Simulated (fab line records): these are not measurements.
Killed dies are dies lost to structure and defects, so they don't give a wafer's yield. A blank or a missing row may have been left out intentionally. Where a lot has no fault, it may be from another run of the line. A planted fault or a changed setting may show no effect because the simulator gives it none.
fab line records	flow n5-finfet
record lots=9	wafers=27	last-day=18
route steps=1938 shown GATE_CUT@496 BEOL_M4@1111 PASSIVATION@1936
lots that met no fault: taken from a fault-free run of the same line
start-h: start of the lot's first displayed wafer, in hours after the record's first day	wait-h: hours elapsed since this lot's preceding step	" as in the row above	L1.1+2: a single row standing in for several wafers	- no value, or no start given	* or withheld: withheld	< > ~ a bound
route shown NAME@n: names a module that has steps shown in the file, with the first one's number in the route	usual: mean/standard deviation of fault-free wafers	same: alike in all rows	chamber/n: place in a boat	sites: readings site by site	_std_site: how widely they spread, as a standard deviation	_edge_site: inner sites' mean taken away from outer sites' mean	radius-mm: for every site, how far away it sits from the centre of the wafer	mask NAME#n: copy n	behind: the tool/chamber that last shaped the wafer	hold: the reason the lot was held/the length of the hold in hours/how it ended	device: transistor that didn't switch, given as n, p or np	end of line: the same wafers' tests at the end of the route	where a step has no rows: the recipe by itself	killed: dies lost to structure and defects at the first sort, not the wafer's yield	map: dies across one wafer; x = killed, . = not, _ = none there
set.NAME: the run value of the setting; set.NAME@STEP: its run value at that earlier step	model.NAME: the simulator's own value behind a step, which no gauge read
steps of the route over a sample of lots; a table a step, a row a wafer
services: when a tool's chamber went out of use (start-h, in hours from the record's first day, below 0 if earlier), for how many hours, and the reason
## steps
# step N5_GATE_CUT_HM_OPEN_40
# recipe chemistry=C4F6/O2	target=SiO2	mask-material=SiARC	target-depth-a=1390	time-s=85.1	ion-energy-ev=250	pressure-mtorr=30	source-w=345	bias-w=185	Ar_flow_sccm=300	C4F6_flow_sccm=10	O2_flow_sccm=10	ends=cleared
# usual drypump-motor-current-A=5.9/0.33	etch-rf-on-time-s=93.9/1.9	oes-product-au=0.72/0.08	rf-vpp-V=667/5.4	showerhead-plenum-p-Torr=2.88/0.046	throttle-valve-pct=20.92/0.19
lot.wafer	tool	chamber	start-h	wait-h	drypump-motor-current-A	etch-rf-on-time-s	oes-product-au	rf-hours-counter-h	rf-vpp-V	showerhead-plenum-p-Torr	throttle-valve-pct
L429.4	rie-diel-02	2	107.73	0.0	6.3	97.1	0.63	240	667	2.92	21.33
L429.5	"	2	"	"	6.3	96.8	0.63	-	665	2.92	21.33
L429.6	"	1	"	"	6.4	96.7	0.69	-	668	2.84	21.15
L431.1	rie-diel-05	3	120.30	0.0	6.0	93.7	0.64	205	667	2.94	20.91
L431.3	"	2	"	"	5.5	93.4	0.76	47	676	2.89	20.80
L431.4	"	0	"	"	6.1	93.5	0.82	26	661	2.90	21.04
L432.1	rie-diel-01	2	127.60	0.0	5.5	93.6	0.63	195	678	2.93	21.17
L432.2	"	3	"	"	5.8	95.1	0.72	101	670	2.75	21.12
L432.6	"	2	"	"	5.5	95.6	0.64	-	679	2.93	21.16
L433.2	rie-diel-05	3	135.43	0.0	6.0	93.6	0.63	209	668	2.94	20.93
L433.4	"	2	"	"	5.5	94.4	0.76	51	675	2.89	20.80
L433.5	"	2	"	"	5.5	94.3	0.76	-	675	2.89	20.79
L439.1	rie-diel-05	3	166.34	0.0	6.0	94.7	0.63	218	670	2.94	20.93
L439.4	"	0	"	"	6.1	94.1	0.80	39	661	2.90	21.06
L439.5	"	3	"	"	6.0	96.7	0.63	-	668	2.94	20.92
L442.1	rie-diel-02	2	185.28	0.0	6.3	89.5	0.88	8	665	2.91	20.99
L442.4	"	0	"	"	5.4	94.6	0.73	81	659	2.88	20.91
L442.5	"	2	"	"	6.3	91.5	0.87	-	667	2.91	21.00
L443.1	rie-diel-02	1	191.57	0.0	6.4	90.7	0.66	178	667	2.83	21.18
L443.2	"	2	"	"	6.3	88.0	0.87	10	666	2.91	21.01
L443.3	"	0	"	"	5.4	91.8	0.73	83	659	2.88	20.91
L444.3	rie-diel-05	3	198.63	0.0	6.0	95.8	0.63	226	669	2.93	20.93
L444.5	"	1	"	"	5.9	95.0	0.79	-	664	2.90	20.58
L444.6	"	2	"	"	5.5	95.7	0.74	-	674	2.88	20.83
L448.2	rie-diel-05	1	227.46	0.0	5.9	92.3	0.79	49	664	2.89	20.60
L448.4	"	3	"	"	6.0	96.1	0.62	235	668	2.93	20.96
L448.5	"	3	"	"	6.0	95.8	0.63	-	669	2.93	20.93
# step N5_GATE_CUT_ETCH_19
# recipe chemistry=CH3F/O2	target=SiNx	mask-material=SiO2	target-depth-a=537	time-s=76.7	pressure-mtorr=30	source-w=395	bias-w=73	Ar_flow_sccm=150	CH3F_flow_sccm=30	O2_flow_sccm=20	ion-energy-ev=120	ends=cleared
# usual drypump-motor-current-A=5.9/0.32	etch-rf-on-time-s=76.3/1.2	oes-product-au=0.68/0.076	rf-vpp-V=298.2/2.5	showerhead-plenum-p-Torr=2.03/0.034	throttle-valve-pct=16.33/0.2
lot.wafer	tool	chamber	start-h	wait-h	drypump-motor-current-A	etch-rf-on-time-s	oes-product-au	rf-hours-counter-h	rf-vpp-V	showerhead-plenum-p-Torr	throttle-valve-pct
L429.4	rie-diel-02	2	107.85	0.0	6.3	77.3	0.58	240	298.5	2.05	16.76
L429.5	"	2	"	"	6.3	76.9	0.60	-	298.8	2.06	16.78
L429.6	"	1	"	"	6.3	76.0	0.65	-	297.5	2.00	16.55
L431.1	rie-diel-05	3	120.43	0.0	6.0	76.3	0.61	205	301.1	2.07	16.37
L431.3	"	2	"	"	5.5	75.9	0.72	47	301.6	2.03	16.18
L431.4	"	0	"	"	6.1	74.5	0.78	26	296.4	2.04	16.40
L432.1	rie-diel-01	2	127.72	0.0	5.5	76.9	0.60	195	304.4	2.06	16.59
L432.2	"	3	"	"	5.8	77.0	0.69	101	300.1	1.93	16.51
L432.6	"	2	"	"	5.5	76.3	0.59	-	303.6	2.06	16.61
L433.2	rie-diel-05	3	135.55	0.0	6.0	76.9	0.60	209	297.8	2.07	16.39
L433.4	"	2	"	"	5.5	76.1	0.71	51	301.5	2.03	16.20
L433.5	"	2	"	"	5.5	76.7	0.71	-	301.8	2.03	16.19
L439.1	rie-diel-05	3	166.46	0.0	6.0	77.3	0.61	218	300.4	2.07	16.38
L439.4	"	0	"	"	6.1	75.2	0.76	39	295.9	2.04	16.41
L439.5	"	3	"	"	6.0	77.0	0.60	-	298.8	2.07	16.41
L442.1	rie-diel-02	2	185.40	0.0	6.3	73.9	0.83	8	298.6	2.05	16.33
L442.4	"	0	"	"	5.4	76.5	0.69	81	294.9	2.02	16.28
L442.5	"	2	"	"	6.3	74.1	0.83	-	296.9	2.05	16.34
L443.1	rie-diel-02	1	191.69	0.0	6.4	75.6	0.62	178	297.9	1.99	16.59
L443.2	"	2	"	"	6.3	74.2	0.83	10	297.0	2.05	16.34
L443.3	"	0	"	"	5.5	76.7	0.68	83	294.4	2.02	16.28
L444.3	rie-diel-05	3	198.75	0.0	6.0	77.0	0.60	226	299.0	2.06	16.39
L444.5	"	1	"	"	5.9	77.3	0.73	-	297.8	2.04	15.99
L444.6	"	2	"	"	5.5	76.7	0.69	-	300.3	2.02	16.21
L448.2	rie-diel-05	1	227.58	0.0	5.9	77.8	0.74	49	297.1	2.03	15.99
L448.4	"	3	"	"	6.0	77.9	0.59	235	297.1	2.06	16.42
L448.5	"	3	"	"	6.0	77.4	0.60	-	298.3	2.06	16.43
# step N5_GATE_CUT_CUT_ETCH_53
# recipe chemistry=SF6/Cl2	target=W	mask-material=SiO2	target-depth-a=792	pressure-mtorr=8	icp-w=900	bias-w=80	SF6_flow_sccm=40	Cl2_flow_sccm=60	ends=cleared
# usual drypump-motor-current-A=5.6/0.63	etch-rf-on-time-s=26.4/0.34	oes-product-au=0.69/0.11	throttle-valve-pct=28.80/0.18
lot.wafer	tool	chamber	start-h	wait-h	drypump-motor-current-A	etch-rf-on-time-s	oes-product-au	rf-hours-counter-h	throttle-valve-pct
L429.4	rie-metal-01	0	108.02	0.1	6.5	26.7	0.59	-	28.89
L429.5	"	0	"	"	6.5	26.7	0.59	-	28.89
L429.6	"	0	"	"	6.5	26.8	0.59	-	28.90
L431.1	rie-metal-02	0	120.53	0.1	4.8	26.4	0.73	33	28.69
L431.3	"	0	"	"	4.8	26.2	0.73	-	28.68
L431.4	"	0	"	"	4.8	26.3	0.73	-	28.68
L432.1	rie-metal-01	1	127.83	0.1	5.2	26.2	0.74	28	28.55
L432.2	"	0	"	"	6.5	26.9	0.59	91	28.90
L432.6	"	1	"	"	5.2	25.9	0.74	-	28.54
L433.2	rie-metal-01	0	135.66	0.1	6.5	27.3	0.58	93	28.91
L433.4	"	0	"	"	6.5	27.3	0.58	-	28.92
L433.5	"	1	"	"	5.2	26.2	0.74	-	28.55
L439.1	rie-metal-02	0	166.57	0.1	4.8	26.5	0.71	39	28.67
L439.4	"	0	"	"	4.8	26.4	0.71	-	28.68
L439.5	"	0	"	"	4.8	26.5	0.71	-	28.68
L442.1	rie-metal-02	1	185.51	0.1	6.0	26.3	0.83	5	28.75
L442.4	"	1	"	"	6.0	26.2	0.83	-	28.75
L442.5	"	1	"	"	6.0	26.4	0.83	-	28.75
L443.1	rie-metal-02	0	191.80	0.1	4.8	26.2	0.71	41	28.69
L443.2	"	1	"	"	6.0	26.1	0.82	6	28.75
L443.3	"	0	"	"	4.8	26.3	0.71	-	28.70
L444.3	rie-metal-03	1	198.88	0.1	6.1	26.5	0.89	-	28.95
L444.5	"	1	"	"	6.1	26.5	0.90	-	28.96
L444.6	"	0	"	"	5.5	26.5	0.54	-	28.85
L448.2	rie-metal-01	0	227.75	0.1	6.5	26.7	0.57	102	28.92
L448.4	"	0	"	"	6.4	26.6	0.58	-	28.91
L448.5	"	1	"	"	5.2	26.0	0.72	-	28.57
# step N5_GATE_CUT_STRIP_21
# recipe chemistry=N2/H2	time-s=30	power-w=1000	temp-c=250	pressure-mtorr=withheld	n2-flow-sccm=1750	h2-flow-sccm=3250
# usual drypump-motor-current-A=5.8/0.61	h2-flow-sccm=3250/9.6	heater-power-w=342/26	temp-c=250.00/0.19
lot.wafer	tool	chamber	start-h	wait-h	drypump-motor-current-A	h2-flow-sccm	heater-power-w	rf-hours-counter-h	temp-c
L429.4	plasma-asher-01	0	108.54	0.1	6.1	3244	330	-	249.95
L429.5	"	1	"	"	6.6	3255	339	-	250.31
L429.6	"	0	"	"	6.1	3249	325	-	250.28
L431.1	plasma-asher-02	0	121.09	0.1	5.8	3240	316	40	250.19
L431.3	"	0	"	"	5.8	3245	326	-	250.08
L431.4	"	1	"	"	4.9	3237	386	-	249.95
L432.1	plasma-asher-01	1	128.12	0.0	6.6	3246	340	103	249.65
L432.2	"	0	"	"	6.1	3255	321	103	250.16
L432.6	"	1	"	"	6.6	3256	333	-	249.77
L433.2	plasma-asher-02	1	136.12	0.2	4.9	3249	382	43	249.97
L433.4	"	1	"	"	4.9	3248	389	-	250.10
L433.5	"	1	"	"	4.9	3255	386	-	249.80
L439.1	plasma-asher-01	0	166.87	0.0	6.1	3243	317	106	250.03
L439.4	"	1	"	"	6.6	3249	335	-	250.01
L439.5	"	0	"	"	6.1	3243	320	-	249.89
L442.1	plasma-asher-01	0	185.80	0.0	-	-	-	-	-
L442.4	"	0	"	"	-	-	-	-	-
L442.5	"	1	"	"	-	-	-	-	-
L443.1	plasma-asher-01	0	192.78	0.7	-	-	-	-	-
L443.2	"	1	"	"	-	-	-	-	-
L443.3	"	1	"	"	-	-	-	-	-
L444.3	plasma-asher-01	1	199.17	0.1	-	-	-	-	-
L444.5	"	1	"	"	-	-	-	-	-
L444.6	"	0	"	"	-	-	-	-	-
L448.2	plasma-asher-02	1	228.04	0.0	4.9	3251	379	61	250.01
L448.4	"	1	"	"	4.9	3268	390	-	250.06
L448.5	"	0	"	"	5.8	3265	325	-	250.08
# step N5_BEOL_M4_RC_MEAS_101
# usual DIBL_N=36.4/1.4	DIBL_P=36.3/1.8	IOFF_N=0.163/0.024	IOFF_P=0.21/0.034	ION_N=673/11	ION_P=461/7.4	SS_N=71.6/0.52	SS_P=73.3/0.58	VT_N=249.4/2.5	VT_P=-250/3.5
lot.wafer	tool	chamber	start-h	wait-h	DIBL_N[mV/V]	DIBL_P[mV/V]	IOFF_N[nA/um]	IOFF_P[nA/um]	ION_N[uA/um]	ION_P[uA/um]	SS_N[mV/dec]	SS_P[mV/dec]	VT_N[mV]	VT_P[mV]
L429.4	prober-02	0	192.36	0.5	34.6	33.8	0.118	0.20	651	458	70.6	72.5	254.1	-248
L429.5	"	0	"	"	36.9	36.4	0.154	0.25	661	462	72.2	72.9	247.8	-247
L429.6	"	0	"	"	37.7	38.1	0.176	0.27	682	477	72.1	74.1	249.6	-243
L431.1	prober-01	0	199.09	0.0	37.5	36.9	0.177	0.25	684	470	72.3	73.5	250.3	-245
L431.3	"	0	"	"	35.5	34.4	0.136	0.20	668	464	71.2	72.7	249.4	-249
L431.4	"	0	"	"	38.3	37.3	0.186	0.27	677	467	71.6	73.2	249.5	-244
L432.1	prober-01	0	209.37	0.0	34.1	35.5	0.139	0.18	652	448	71.5	73.3	253.9	-253
L432.2	"	0	"	"	35.7	37.6	0.168	0.22	668	455	71.9	73.5	249.8	-252
L432.6	"	0	"	"	34.1	35.9	0.138	0.19	656	455	71.8	73.8	253.2	-254
L433.2	prober-02	0	212.44	0.2	36.0	36.8	0.169	0.23	665	461	72.1	73.5	248.2	-247
L433.4	"	0	"	"	35.0	35.7	0.145	0.21	666	457	71.0	73.2	248.0	-249
L433.5	"	0	"	"	36.5	37.7	0.174	0.26	680	475	71.9	73.9	247.9	-244
L439.1	prober-01	0	257.91	0.0	35.4	36.1	0.172	0.22	688	466	72.0	73.5	246.6	-246
L439.4	"	0	"	"	35.2	35.5	0.160	0.21	664	464	70.9	73.1	251.5	-246
L439.5	"	0	"	"	37.6	38.1	0.204	0.25	683	463	71.9	74.3	245.7	-245
L443.1	prober-01	0	262.24	0.0	35.6	34.6	0.142	0.17	658	449	71.2	72.6	251.1	-254
L443.2	"	0	"	"	35.3	34.4	0.139	0.17	671	454	71.2	72.4	253.0	-258
L443.3	"	0	"	"	37.2	37.2	0.175	0.21	675	463	71.5	73.6	246.6	-252
L442.1	prober-01	0	266.60	0.0	36.4	37.2	0.175	0.22	676	461	71.5	73.4	248.3	-248
L442.4	"	0	"	"	34.9	35.6	0.147	0.19	683	465	70.5	72.6	248.1	-251
L442.5	"	0	"	"	35.2	36.2	0.153	0.19	682	468	70.8	72.1	249.0	-251
L444.3	prober-02	0	283.50	0.3	37.2	37.3	0.153	0.21	674	457	72.6	73.9	250.4	-250
L444.5	"	0	"	"	36.8	36.7	0.150	0.20	665	459	71.8	73.5	252.3	-251
L444.6	"	0	"	"	36.7	37.1	0.156	0.21	679	463	71.8	73.9	251.0	-253
L448.2	prober-01	0	306.09	0.2	37.4	35.5	0.158	0.23	674	466	71.0	73.2	249.3	-247
L448.4	"	0	"	"	40.3	38.7	0.217	0.30	691	465	72.4	73.9	245.3	-242
L448.5	"	0	"	"	36.6	33.9	0.146	0.22	656	458	71.6	72.1	254.2	-247
# step N5_PASSIVATION_PROBE_49
# usual defect-limited-yield=91.4/1.6	killed_at_M0_to_M3=34/12	killed_at_M4_up=13/5.2	killed-at-contacts=11/5.5	killed-at-front-end=40/13	killed-at-other=3.4/2.7	killed-dies=102/19	killed-open=66/15	killed-short=33/7.9	sort_bin_5_function=5.1/1.1	sort_bin_6_memory=3.2/0.7	sort-n-pass=1078/19	sort-yield-pct=91.4/1.6
# same gross-dies=1180	killed-at-back-side=0	sort_bin_4_leakage[%]=0	sort_bin_8_speed[%]=0
lot.wafer	tool	chamber	start-h	wait-h	defect-limited-yield[%]	killed_at_M0_to_M3	killed_at_M4_up	killed-at-contacts	killed-at-front-end	killed-at-other	killed-dies	killed-open	killed-short	sort_bin_5_function[%]	sort_bin_6_memory[%]	sort-n-pass	sort-yield-pct[%]
L442.1	prober-01	-	370.65	0.0	85.6	33	18	7	111	1	170	109	61	9.7	4.3	1010	85.6
L442.4	prober-01	-	370.80	0.2	85.8	38	9	21	98	1	167	87	80	9.0	4.8	1013	85.8
L442.5	prober-01	-	370.85	0.2	85.6	28	11	14	113	4	170	100	68	8.9	4.7	1010	85.6
L443.1	prober-02	-	382.08	0.0	89.5	14	7	12	89	2	124	70	51	5.5	4.7	1056	89.5
L443.2	prober-02	-	382.13	0.1	86.9	24	16	18	93	3	154	88	66	7.4	4.9	1026	86.9
L443.3	prober-02	-	382.18	0.1	88.5	30	14	7	84	1	136	75	61	7.3	3.6	1044	88.5
L444.3	prober-02	-	398.37	0.1	84.8	57	14	12	94	2	179	95	80	10.3	3.8	1001	84.8
L444.5	prober-02	-	398.47	0.2	85.0	38	23	16	100	0	177	110	64	8.7	5.7	1003	85.0
L444.6	prober-02	-	398.52	0.3	83.2	41	17	10	129	1	198	139	52	10.6	5.6	982	83.2
# killed by level:class
L442.1 GATE_CUT:geometric-particle:open=38 GATE_CUT:geometric-particle:short=26 FIN_SAQP:geometric-particle:open=14 FIN_SAQP:geometric-particle:short=8 BEOL_M4:geometric-particle:open=8 STI_FIN_REVEAL:geometric-particle:open=7 MOL_CONTACT_COAG:geometric-particle:open=7 BEOL_M0_SAQP:geometric-particle:open=7
L442.4 GATE_CUT:geometric-particle:open=34 GATE_CUT:geometric-particle:short=32 MOL_CONTACT_COAG:geometric-particle:open=15 FIN_SAQP:geometric-particle:short=14 BEOL_M0_SAQP:geometric-particle:short=13 STI_FIN_REVEAL:geometric-particle:open=7 BEOL_M0_SAQP:geometric-particle:open=7 MOL_CONTACT_COAG:geometric-particle:short=6
L442.5 GATE_CUT:geometric-particle:short=35 GATE_CUT:geometric-particle:open=25 FIN_SAQP:geometric-particle:open=17 STI_FIN_REVEAL:geometric-particle:open=14 MOL_CONTACT_COAG:geometric-particle:open=11 FIN_SAQP:geometric-particle:short=10 BEOL_M2:geometric-particle:open=8 BEOL_M0_SAQP:geometric-particle:short=7
L443.1 GATE_CUT:geometric-particle:short=27 GATE_CUT:geometric-particle:open=25 STI_FIN_REVEAL:geometric-particle:open=15 MOL_CONTACT_COAG:geometric-particle:open=11 FIN_SAQP:geometric-particle:short=9 STI_FIN_REVEAL:geometric-particle:short=5 BEOL_M2:geometric-particle:open=4 FIN_SAQP:geometric-particle:open=3
L443.2 GATE_CUT:geometric-particle:short=39 GATE_CUT:geometric-particle:open=26 MOL_CONTACT_COAG:geometric-particle:open=13 FIN_SAQP:geometric-particle:open=7 FIN_SAQP:geometric-particle:short=7 BEOL_M0_SAQP:geometric-particle:open=7 BEOL_M0_SAQP:geometric-particle:short=6 STI_FIN_REVEAL:geometric-particle:open=5
L443.3 GATE_CUT:geometric-particle:short=31 GATE_CUT:geometric-particle:open=25 BEOL_M3:geometric-particle:open=9 FIN_SAQP:geometric-particle:short=8 STI_FIN_REVEAL:geometric-particle:open=7 MOL_CONTACT_COAG:geometric-particle:open=7 BEOL_M5:geometric-particle:open=6 BEOL_M3:geometric-particle:short=5
L444.3 GATE_CUT:geometric-particle:short=42 GATE_CUT:geometric-particle:open=22 BEOL_M0_SAQP:geometric-particle:open=17 BEOL_M0_SAQP:geometric-particle:short=17 STI_FIN_REVEAL:geometric-particle:open=11 MOL_CONTACT_COAG:geometric-particle:open=11 BEOL_M2:geometric-particle:open=8 BEOL_M4:geometric-particle:open=7
L444.5 GATE_CUT:geometric-particle:short=30 GATE_CUT:geometric-particle:open=30 FIN_SAQP:geometric-particle:open=11 BEOL_M3:geometric-particle:open=11 MOL_CONTACT_COAG:geometric-particle:open=10 BEOL_M4:geometric-particle:open=9 BEOL_M0_SAQP:geometric-particle:open=8 BEOL_M0_SAQP:geometric-particle:short=7
L444.6 STI_FIN_REVEAL:geometric-particle:open=39 GATE_CUT:geometric-particle:open=39 GATE_CUT:geometric-particle:short=23 BEOL_M0_SAQP:geometric-particle:open=13 BEOL_M0_SAQP:geometric-particle:short=8 BEOL_M4:geometric-particle:open=8 FIN_SAQP:geometric-particle:open=7 MOL_CONTACT_COAG:geometric-particle:open=7
## services
tool	chamber	start-h	hours	kind
rie-metal-02	-	88.55	24.5	repair
rie-diel-05	3	94.96	1.2	repair
rie-metal-01	1	105.88	5.3	repair
plasma-asher-02	-	106.61	13.5	repair
rie-metal-02	1	113.06	-	clean
rie-metal-02	1	113.06	18.7	scheduled-down
rie-metal-02	1	113.06	18.7	vent-cycle
rie-metal-03	0	123.14	25.4	repair
plasma-asher-01	-	135.25	28.1	pm
rie-diel-02	2	138.40	-	clean
rie-diel-02	2	138.40	-	consumable-replace:focus-ring
rie-diel-02	2	138.40	25.0	scheduled-down
rie-diel-02	2	138.40	25.0	vent-cycle
rie-diel-01	3	147.65	1.5	repair
rie-metal-01	1	162.67	5.4	repair
rie-metal-03	1	172.00	-	clean
plasma-asher-02	-	184.37	34.4	repair
rie-diel-02	3	191.01	10.1	repair
rie-diel-01	0	196.11	-	clean
rie-diel-01	0	196.11	-	consumable-replace:focus-ring
rie-diel-01	0	196.11	21.7	scheduled-down
rie-diel-01	0	196.11	21.7	vent-cycle
rie-metal-02	-	205.59	28.1	pm
rie-diel-05	1	210.89	6.7	repair
## key
first-sign step=N5_GATE_CUT_STRIP_21	reading=tool-record	direction=missing
effect step=N5_PASSIVATION_PROBE_49	reading=killed-at-front-end	direction=up	sigmas=4.9	usual=40	struck=101
more-kills-born-at N5_GATE_CUT_STRIP_21@plasma-asher-01=508
met-at N5_GATE_CUT_STRIP_21
struck-lots L442,L443,L444
not-acting-at N5_GATE_CUT_HM_OPEN_40,N5_GATE_CUT_ETCH_19,N5_GATE_CUT_CUT_ETCH_53
onset-between 166.87 185.80
fault kind=skipped-step-whole	tool=plasma-asher-01	chamber=-	onset-h=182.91	steps=N5_GATE_CUT_STRIP_21	scope=struck-lots-only
